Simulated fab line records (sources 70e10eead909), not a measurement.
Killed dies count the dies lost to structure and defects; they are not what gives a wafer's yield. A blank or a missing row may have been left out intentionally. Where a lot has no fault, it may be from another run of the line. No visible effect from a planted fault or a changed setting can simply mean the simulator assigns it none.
Chamber matching || flow nand-harc || rie-diel-08 running NHARC_P_GATE_STRIP_101: 4 sister chambers
The step strips in O2, time 20 s. 16 wafers are shown with their chamber, then 8 later ones without.

== WAFERS, EACH WITH ITS CHAMBER ==
{"wafer": "L077.1", "chamber": 2, "drypump-motor-current-A (A)": 5.3, "oes-product-au (a.u.)": 1.025, "rf-vpp-V (V)": 57.0}
{"wafer": "L077.2", "chamber": 1, "drypump-motor-current-A (A)": 6.1, "oes-product-au (a.u.)": 0.993, "rf-vpp-V (V)": 59.3}
{"wafer": "L077.6", "chamber": 0, "drypump-motor-current-A (A)": 5.9, "oes-product-au (a.u.)": 1.002, "rf-vpp-V (V)": 57.8}
{"wafer": "L078.1", "chamber": 0, "drypump-motor-current-A (A)": 5.9, "oes-product-au (a.u.)": 1.007, "rf-vpp-V (V)": 58.1}
{"wafer": "L078.2", "chamber": 1, "drypump-motor-current-A (A)": 6.1, "oes-product-au (a.u.)": 0.994, "rf-vpp-V (V)": 56.2}
{"wafer": "L078.4", "chamber": 3, "drypump-motor-current-A (A)": 5.7, "oes-product-au (a.u.)": 1.009, "rf-vpp-V (V)": 58.0}
{"wafer": "L080.2", "chamber": 1, "drypump-motor-current-A (A)": 6.1, "oes-product-au (a.u.)": 0.999, "rf-vpp-V (V)": 59.2}
{"wafer": "L080.4", "chamber": 2, "drypump-motor-current-A (A)": 5.3, "oes-product-au (a.u.)": 1.017, "rf-vpp-V (V)": 57.7}
{"wafer": "L080.5", "chamber": 1, "drypump-motor-current-A (A)": 6.1, "oes-product-au (a.u.)": 0.988, "rf-vpp-V (V)": 57.1}
{"wafer": "L082.2", "chamber": 2, "drypump-motor-current-A (A)": 5.3, "oes-product-au (a.u.)": 1.006, "rf-vpp-V (V)": 58.6}
{"wafer": "L082.5", "chamber": 0, "drypump-motor-current-A (A)": 6.0, "oes-product-au (a.u.)": 1.008, "rf-vpp-V (V)": 57.2}
{"wafer": "L082.6", "chamber": 3, "drypump-motor-current-A (A)": 5.7, "oes-product-au (a.u.)": 1.011, "rf-vpp-V (V)": 58.5}
{"wafer": "L084.1", "chamber": 3, "drypump-motor-current-A (A)": 5.7, "oes-product-au (a.u.)": 1.019, "rf-vpp-V (V)": 59.3}
{"wafer": "L084.4", "chamber": 1, "drypump-motor-current-A (A)": 6.1, "oes-product-au (a.u.)": 0.996, "rf-vpp-V (V)": 59.8}
{"wafer": "L084.6", "chamber": 0, "drypump-motor-current-A (A)": 5.9, "oes-product-au (a.u.)": 1.000, "rf-vpp-V (V)": 58.1}
{"wafer": "L091.1", "chamber": 0, "drypump-motor-current-A (A)": 6.0, "oes-product-au (a.u.)": 0.993, "rf-vpp-V (V)": 56.1}

SIGNATURES (means of the wafers above)
{"reading": "drypump-motor-current-A", "chamber 0": 5.940, "chamber 1": 6.100, "chamber 2": 5.300, "chamber 3": 5.700, "scatter within a chamber": 0.0316}
{"reading": "oes-product-au", "chamber 0": 1.00200, "chamber 1": 0.99400, "chamber 2": 1.01600, "chamber 3": 1.01300, "scatter within a chamber": 0.00612}
{"reading": "rf-vpp-V", "chamber 0": 57.460, "chamber 1": 58.320, "chamber 2": 57.767, "chamber 3": 58.600, "scatter within a chamber": 1.11}
Rule: a wafer's distance from a chamber is the root of the sum, over the readings, of the square of ((its reading less the chamber's mean) divided by the reading's scatter). The wafer belongs to the nearest chamber; if the next one is less than 2 further off, it can't be placed. The scatter: the root of (the sum of the squares of (reading less its chamber's mean) over the shown wafers, divided by (wafers less chambers)).

== WAFERS MISSING THEIR CHAMBER ==
{"wafer": "L091.5", "drypump-motor-current-A (A)": 5.7, "oes-product-au (a.u.)": 0.993, "rf-vpp-V (V)": 57.1}
{"wafer": "L091.6", "drypump-motor-current-A (A)": 5.9, "oes-product-au (a.u.)": 0.990, "rf-vpp-V (V)": 57.3}
{"wafer": "L092.1", "drypump-motor-current-A (A)": 5.7, "oes-product-au (a.u.)": 0.997, "rf-vpp-V (V)": 58.2}
{"wafer": "L092.3", "drypump-motor-current-A (A)": 5.9, "oes-product-au (a.u.)": 0.994, "rf-vpp-V (V)": 57.7}
{"wafer": "L092.4", "drypump-motor-current-A (A)": 6.1, "oes-product-au (a.u.)": 1.003, "rf-vpp-V (V)": 57.9}
{"wafer": "L093.2", "drypump-motor-current-A (A)": 6.1, "oes-product-au (a.u.)": 1.005, "rf-vpp-V (V)": 58.0}
{"wafer": "L093.3", "drypump-motor-current-A (A)": 5.9, "oes-product-au (a.u.)": 0.983, "rf-vpp-V (V)": 56.0}
{"wafer": "L093.6", "drypump-motor-current-A (A)": 5.7, "oes-product-au (a.u.)": 0.995, "rf-vpp-V (V)": 58.5}

== WHICH CHAMBER EACH ONE RAN IN ==
{"wafer": "L091.5", "from the rows above": 3, "in truth": 3}
{"wafer": "L091.6", "from the rows above": 0, "in truth": 0}
{"wafer": "L092.1", "from the rows above": 3, "in truth": 3}
{"wafer": "L092.3", "from the rows above": 0, "in truth": 0}
{"wafer": "L092.4", "from the rows above": 1, "in truth": 1}
{"wafer": "L093.2", "from the rows above": 1, "in truth": 1}
{"wafer": "L093.3", "from the rows above": 0, "in truth": 0}
{"wafer": "L093.6", "from the rows above": 3, "in truth": 3}
Correct placement for 8 of the 8. Not placeable from these rows: 0. Wrongly placed: 0.
